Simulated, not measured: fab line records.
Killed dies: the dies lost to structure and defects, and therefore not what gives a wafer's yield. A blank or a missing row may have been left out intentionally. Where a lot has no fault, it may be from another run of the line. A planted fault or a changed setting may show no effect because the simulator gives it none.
Chamber matching | flow nand harc | rie diel-05 running NHARC_THIN_TSV_ETCH_44: 4 sister chambers
The step etches the open film in CF4/O2, target depth 1594.2 nm, time 797.1 s. 4 wafers are shown with their chamber, then 8 later ones without.

EACH WAFER AND ITS CHAMBER
wafer  | chamber | drypump motor current A (A)
L082.4 | 2       | 5.5
L085.1 | 1       | 6.0
L085.3 | 0       | 6.1
L091.1 | 3       | 6.5

WAFERS MISSING THEIR CHAMBER
wafer  | drypump motor current A (A)
L091.2 | 5.5
L091.3 | 6.0
L097.2 | 6.4
L097.5 | 5.5
L097.6 | 6.0
L096.1 | 6.0
L096.2 | 6.5
L096.6 | 6.5

EACH ONE'S CHAMBER
wafer  | from the rows above | in truth
L091.2 | 2                   | 2
L091.3 | 1                   | 1
L097.2 | 3                   | 3
L097.5 | 2                   | 2
L097.6 | 1                   | 1
L096.1 | 1                   | 1
L096.2 | 3                   | 3
L096.6 | 3                   | 3
Placed correctly: 8 of 8. Number that these rows cannot place: 0. 0 placed wrongly.
How it was worked out, from the rows above alone: a wafer's distance from a chamber is the root of the sum, over the readings, of the square of ((its reading less the chamber's mean) divided by the reading's scatter). If the next closest chamber is less than 2 further off than the closest, the wafer can't be placed; otherwise it belongs to the closest. Each chamber's mean is taken over the wafers shown for it. The scatter: with one shown wafer a chamber, the root of the mean of the squares of how far each hidden wafer lies from its nearest shown one.
